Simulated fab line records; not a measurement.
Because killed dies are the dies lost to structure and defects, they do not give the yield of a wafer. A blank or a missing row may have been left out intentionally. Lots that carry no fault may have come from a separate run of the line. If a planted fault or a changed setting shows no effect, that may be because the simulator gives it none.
Which tool is to blame? ; flow n5Finfet ; 29 wafers from 10 lots sampled at 6 of the route's 1938 steps

WHAT EACH GAUGE READ, for each wafer
N5_BEOL_M4_RC_MEAS_101.
lot;measured;on;DIBL_N (mV/V);DIBL_P (mV/V);IOFF_N (nA/um);IOFF_P (nA/um);ION_N (uA/um);ION_P (uA/um);SS_N (mV/dec);SS_P (mV/dec);VT_N (mV);VT_P (mV)
L651;day 9 01:29;prober-02;29.6 38.5 38.8;29.3 39.2 39.7;0.08 0.23 0.24;0.13 0.27 0.27;641 693 691;453 474 465;70.4 71.8 72.6;72.0 74.0 74.1;259 244 245;-254.3 -245.1 -245.0
L654;day 10 00:14;prober-02;37.4 38.7;36.2 38.2;0.17 0.19;0.24 0.28;681 695;474 475;71.5 72.6;73.3 73.8;251 247;-248.1 -247.4
L660;day 11 11:06;prober-01;36.1 35.0 38.0;37.7 34.5 38.7;0.16 0.13 0.19;0.24 0.19 0.27;691 675 686;475 465 470;71.5 71.2 72.1;73.4 72.5 73.5;248 253 249;-245.8 -250.0 -247.0
L662;day 11 22:40;prober-01;40.6 32.5 39.4;39.8 31.5 38.9;0.27 0.11 0.24;0.30 0.16 0.28;704 668 703;478 460 475;72.7 70.4 71.9;75.1 72.3 74.9;240 253 244;-246.0 -252.3 -246.3
L669;day 13 21:52;prober-01;34.8 34.6 37.2;32.2 30.8 34.4;0.11 0.10 0.14;0.18 0.16 0.21;671 649 669;458 457 468;71.5 71.3 71.7;72.6 72.3 73.1;254 258 252;-251.6 -251.8 -248.4
L671;day 14 02:41;prober-01;35.3 35.0 35.3;33.6 31.5 33.0;0.14 0.12 0.14;0.21 0.16 0.18;667 660 682;466 459 466;71.1 71.0 71.3;72.9 72.0 72.1;249 254 251;-250.5 -252.2 -250.8
L672;day 14 04:58;prober-02;32.9 33.3 36.5;32.4 34.0 36.4;0.11 0.13 0.17;0.15 0.18 0.21;637 674 658;436 458 450;70.9 71.1 72.3;71.5 72.9 73.1;255 248 249;-254.5 -248.6 -250.6

EACH LOT AND THE TOOL THAT RAN IT (in order: tool; ch and the chambers of the sampled wafers; start)
lot;N5_BEOL_M2_SPUTTER_86;N5_BEOL_M2_SPUTTER_88;N5_BEOL_M2_ANNEAL_89;N5_BEOL_M2_ECD_50;N5_BEOL_M2_CMP_52
L651;pvdSputter-03, day 7 17:17;pvdSputter-03, day 7 17:30;pvdSputter-03, day 7 17:35;ecdCu-01 ch 0,1, day 7 18:29;cmp-04 ch 2,3, day 7 19:29
L652;pvdSputter-03, day 7 19:26;pvdSputter-03, day 7 19:40;pvdSputter-03, day 7 19:44;ecdCu-02 ch 0,1, day 7 20:40;cmp-02 ch 1,2, day 7 21:02
L653;pvdSputter-03, day 8 00:57;pvdSputter-03, day 8 01:10;pvdSputter-03, day 8 01:15;ecdCu-02 ch 0,1, day 8 02:10;cmp-03 ch 0,1,2, day 8 02:35
L655;pvdSputter-03, day 8 07:59;pvdSputter-03, day 8 08:13;pvdSputter-03, day 8 08:17;ecdCu-01 ch 0,1, day 8 09:12;cmp-03 ch 0,1,3, day 8 09:37
L654;pvdSputter-03, day 8 18:15;pvdSputter-03, day 8 18:28;pvdSputter-03, day 8 18:33;ecdCu-01 ch 0,1, day 8 19:28;cmp-04 ch 2,3, day 8 19:57
L660;pvdSputter-02, day 10 00:28;pvdSputter-02, day 10 00:41;pvdSputter-02, day 10 00:46;ecdCu-02 ch 0,1, day 10 01:43;cmp-04 ch 0,1,2, day 10 02:40
L662;pvdSputter-01, day 10 11:25;pvdSputter-01, day 10 11:38;pvdSputter-01, day 10 11:43;ecdCu-01 ch 0,1, day 10 12:39;cmp-04 ch 1,3, day 10 13:07
L669;pvdSputter-02, day 12 16:59;pvdSputter-02, day 12 17:13;pvdSputter-02, day 12 17:17;ecdCu-02 ch 0,1, day 12 18:13;cmp-04 ch 0,1,3, day 12 18:50
L671;pvdSputter-01, day 12 20:45;pvdSputter-01, day 12 20:58;pvdSputter-01, day 12 21:03;ecdCu-02 ch 0,1, day 12 21:59;cmp-04 ch 2,3, day 12 22:20
L672;pvdSputter-02, day 12 23:55;pvdSputter-02, day 13 00:08;pvdSputter-02, day 13 00:13;ecdCu-01 ch 0, day 13 01:08;cmp-03 ch 0,2, day 13 01:30
- N5_BEOL_M2_SPUTTER_86: material Cu, target thk 4.5 nm, time 8.29 s.
- N5_BEOL_M2_SPUTTER_88: material Cu, target thk 4.5 nm, time 8.29 s.
- N5_BEOL_M2_ANNEAL_89: time 240 s.
- N5_BEOL_M2_ECD_50: material Cu, target thk 300 nm.
- N5_BEOL_M2_CMP_52: polishes, stops on SiOC, t overpolish 6.8 s, target thk 40 nm.

WHAT THE TOOLS THEMSELVES READ (means of the sampled wafers that have a number; where no wafer has one, the mark that the record gives instead)
N5_BEOL_M2_SPUTTER_86.
lot;tool;throttleValvePct (%)
L651;pvdSputter-03;30.4
L652;pvdSputter-03;30.2
L653;pvdSputter-03;30.3
L655;pvdSputter-03;30.6
L654;pvdSputter-03;30.3
L660;pvdSputter-02;30.5
L662;pvdSputter-01;29.9
L669;pvdSputter-02;30.7
L671;pvdSputter-01;30.2
L672;pvdSputter-02;29.5

N5_BEOL_M2_SPUTTER_88.
lot;tool;throttleValvePct (%)
L651;pvdSputter-03;30.2
L652;pvdSputter-03;30.2
L653;pvdSputter-03;30.4
L655;pvdSputter-03;30.6
L654;pvdSputter-03;30.3
L660;pvdSputter-02;30.4
L662;pvdSputter-01;30.0
L669;pvdSputter-02;30.9
L671;pvdSputter-01;30.2
L672;pvdSputter-02;29.7

N5_BEOL_M2_ANNEAL_89.
lot;tool;heaterPowerW (W);susceptor_temp_C_max
L651;pvdSputter-03;729;400.9
L652;pvdSputter-03;768;401.1
L653;pvdSputter-03;768;401.3
L655;pvdSputter-03;746;400.6
L654;pvdSputter-03;826;401.4
L660;pvdSputter-02;850;401.2
L662;pvdSputter-01;816;401.0
L669;pvdSputter-02;826;401.8
L671;pvdSputter-01;802;400.7
L672;pvdSputter-02;936;400.5

N5_BEOL_M2_CMP_52.
lot;tool;motorCurrentA (A);timeToEndpointS (s)
L651;cmp-04;6.4;58
L652;cmp-02;6.0;2
L653;cmp-03;5.6;2
L655;cmp-03;5.9;3
L654;cmp-04;6.3;59
L660;cmp-04;7.0;58
L662;cmp-04;6.3;60
L669;cmp-04;6.6;65
L671;cmp-04;6.6;59
L672;cmp-03;5.8;64

THE ANSWER, worked out from the rows above alone
Rule: the usual values come from the lots themselves. Put in order of their means at a reading, lots are off if they are a third of the lots or fewer, leave a main group of 4 or more, and stand apart from it by a gap of 3 or more times the standard deviation of the main group's means; of several such gaps the widest counts. A main group whose means are all the same, to the digits that the tables above print for the reading, isn't used. A lot without any number at a reading at which 4 lots or more have one is off too. All remaining lots with rows at the step are treated as sound. First the gauges in route order, then the tools' own readings, where a lot's mean is used as printed above. At the first step where some lot is off, the reading lying furthest off is the one used; lots without a number count as furthest.
Off, at N5_BEOL_M2_CMP_52 on timeToEndpointS: L652, L653, L655. Main group: mean 60 s, sd 2.7.
A tool fits if, at that step or a process step before it, it ran every lot that is off, and no sound lot after the first of them. Not one of the candidates tried fits.

WHAT THE SIMULATOR HAD INSERTED
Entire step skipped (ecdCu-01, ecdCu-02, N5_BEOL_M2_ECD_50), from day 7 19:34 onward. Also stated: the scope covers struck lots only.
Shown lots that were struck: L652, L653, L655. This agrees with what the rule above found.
